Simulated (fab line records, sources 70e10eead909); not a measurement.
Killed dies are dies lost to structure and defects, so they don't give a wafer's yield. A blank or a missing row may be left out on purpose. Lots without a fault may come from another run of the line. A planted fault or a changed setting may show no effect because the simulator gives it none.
Tool commonality check | flow nand_harc | 8 lots, 24 wafers sampled

WHY IT WAS OPENED
At NHARC_END_SORT_01 the reading killed_at_periphery is flagged on 2 of 8 lots. Wafers without a fault read 4.0, standard deviation 2.8.
Rule: a lot is flagged when every wafer of it that has a number lies more than 4 standard deviations from that mean, or none has a number. The other lots count as sound.

lot  | measured     | on        | killed_at_periphery, wafer by wafer | flag
L753 | day 27 14:05 | prober-02 | 2 2 3                               |
L755 | day 28 11:33 | prober-01 | 4 6 2                               |
L758 | day 29 14:08 | prober-02 | 4 3 2                               |
L757 | day 30 00:00 | prober-02 | 11 6 7                              |
L763 | day 30 21:55 | prober-02 | 9 8 4                               |
L764 | day 31 23:53 | prober-01 | 6 5 8                               |
L768 | day 34 00:55 | prober-02 | 49 107 39                           | FLAGGED
L769 | day 34 12:46 | prober-01 | 100 49 102                          | FLAGGED
The numbers of the flagged lots are 74.3 on average: +70.3 against the usual, or +25 standard deviations.

WHICH TOOL RAN EACH LOT
The record holds 4 process steps before the reading, out of a route of 1302 steps. In each cell: the tool, then ch and the chambers that the sampled wafers went through, then the start.
lot  | flag    | NHARC_P_BONDPAD_ETCH_24            | NHARC_THIN_TSV_DEGAS_49      | NHARC_THIN_TSV_PRE_CLEAN_50             | NHARC_THIN_TSV_PRE_CLEAN_54
L753 |         | rie_diel-09 ch 0,1,3, day 9 18:37  | pvd_sputter-01, day 27 00:34 | pvd_sputter-01, day 27 02:36 or earlier | pvd_sputter-01, day 27 02:36
L755 |         | rie_diel-11 ch 1,2, day 10 08:10   | pvd_sputter-03, day 27 18:21 | pvd_sputter-03, day 27 20:25 or earlier | pvd_sputter-03, day 27 20:25
L758 |         | rie_diel-11 ch 1,2, day 11 14:19   | pvd_sputter-01, day 29 02:36 | pvd_sputter-01, day 29 04:38 or earlier | pvd_sputter-02, day 29 04:38
L757 |         | rie_diel-11 ch 1,2,3, day 11 09:14 | pvd_sputter-02, day 29 07:51 | pvd_sputter-02, day 29 09:54 or earlier | pvd_sputter-03, day 29 09:54
L763 |         | rie_diel-02 ch 0,1,3, day 13 18:10 | pvd_sputter-03, day 30 02:00 | pvd_sputter-03, day 30 04:03 or earlier | pvd_sputter-01, day 30 04:03
L764 |         | rie_diel-02 ch 1,2,3, day 14 09:32 | pvd_sputter-01, day 31 13:10 | pvd_sputter-01, day 31 15:14 or earlier | pvd_sputter-03, day 31 15:14
L768 | FLAGGED | rie_diel-11 ch 1,3, day 15 12:34   | pvd_sputter-03, day 33 10:52 | pvd_sputter-03, day 33 12:54 or earlier | pvd_sputter-02, day 33 12:54
L769 | FLAGGED | rie_diel-11 ch 0,3, day 16 01:29   | pvd_sputter-02, day 33 18:40 | pvd_sputter-02, day 33 20:43 or earlier | pvd_sputter-02, day 33 20:43
What these steps do:
- NHARC_P_BONDPAD_ETCH_24: etches the open film in CF4/N2, target depth 30 nm, time 72.99 s.
- NHARC_THIN_TSV_DEGAS_49: time 120 s.
- NHARC_THIN_TSV_PRE_CLEAN_50: time 30 s.
- NHARC_THIN_TSV_PRE_CLEAN_54: time 30 s.
- NHARC_END_SORT_01

FLAGGED OVER TOTAL, TOOL BY TOOL (the gauges that took the reading come last)
step                        | tool           | lots run | flagged | share of the flagged lots | sound lots run after its first flagged lot
NHARC_P_BONDPAD_ETCH_24     | rie_diel-02    | 2        | 0       | none                      | -
NHARC_P_BONDPAD_ETCH_24     | rie_diel-09    | 1        | 0       | none                      | -
NHARC_P_BONDPAD_ETCH_24     | rie_diel-11    | 5        | 2       | all                       | 0
NHARC_THIN_TSV_DEGAS_49     | pvd_sputter-01 | 3        | 0       | none                      | -
NHARC_THIN_TSV_DEGAS_49     | pvd_sputter-02 | 2        | 1       | some                      | 0
NHARC_THIN_TSV_DEGAS_49     | pvd_sputter-03 | 3        | 1       | some                      | 0
NHARC_THIN_TSV_PRE_CLEAN_50 | pvd_sputter-01 | 3        | 0       | none                      | -
NHARC_THIN_TSV_PRE_CLEAN_50 | pvd_sputter-02 | 2        | 1       | some                      | 0
NHARC_THIN_TSV_PRE_CLEAN_50 | pvd_sputter-03 | 3        | 1       | some                      | 0
NHARC_THIN_TSV_PRE_CLEAN_54 | pvd_sputter-01 | 2        | 0       | none                      | -
NHARC_THIN_TSV_PRE_CLEAN_54 | pvd_sputter-02 | 3        | 2       | all                       | 0
NHARC_THIN_TSV_PRE_CLEAN_54 | pvd_sputter-03 | 3        | 0       | none                      | -
NHARC_END_SORT_01           | prober-01      | 3        | 1       | some                      | 0
NHARC_END_SORT_01           | prober-02      | 5        | 1       | some                      | 0
NHARC_THIN_TSV_PRE_CLEAN_50 gives no start for some lots, so the hours and the order of its lots are those of NHARC_THIN_TSV_PRE_CLEAN_54.

WHAT THE TABLE ALLOWS
2 rows of the table ran every flagged lot: rie_diel-11 at NHARC_P_BONDPAD_ETCH_24, pvd_sputter-02 at NHARC_THIN_TSV_PRE_CLEAN_54.
- rie_diel-11 at NHARC_P_BONDPAD_ETCH_24: 2 of its 5 lots flagged. Its last sound lot is L758 (day 11 14:19), its first flagged lot L768 (day 15 12:34): a fault that began between those two fits.
- pvd_sputter-02 at NHARC_THIN_TSV_PRE_CLEAN_54: 2 of its 3 lots flagged. Its last sound lot is L758 (day 29 04:38), its first flagged lot L768 (day 33 12:54): a fault that began between those two fits.
Counting lots can't tell these 2 tools apart, because each fits a fault that began at some hour. More lots, or a look at what each step does to the wafer, might.

WHAT THE SIMULATOR HAD PUT IN
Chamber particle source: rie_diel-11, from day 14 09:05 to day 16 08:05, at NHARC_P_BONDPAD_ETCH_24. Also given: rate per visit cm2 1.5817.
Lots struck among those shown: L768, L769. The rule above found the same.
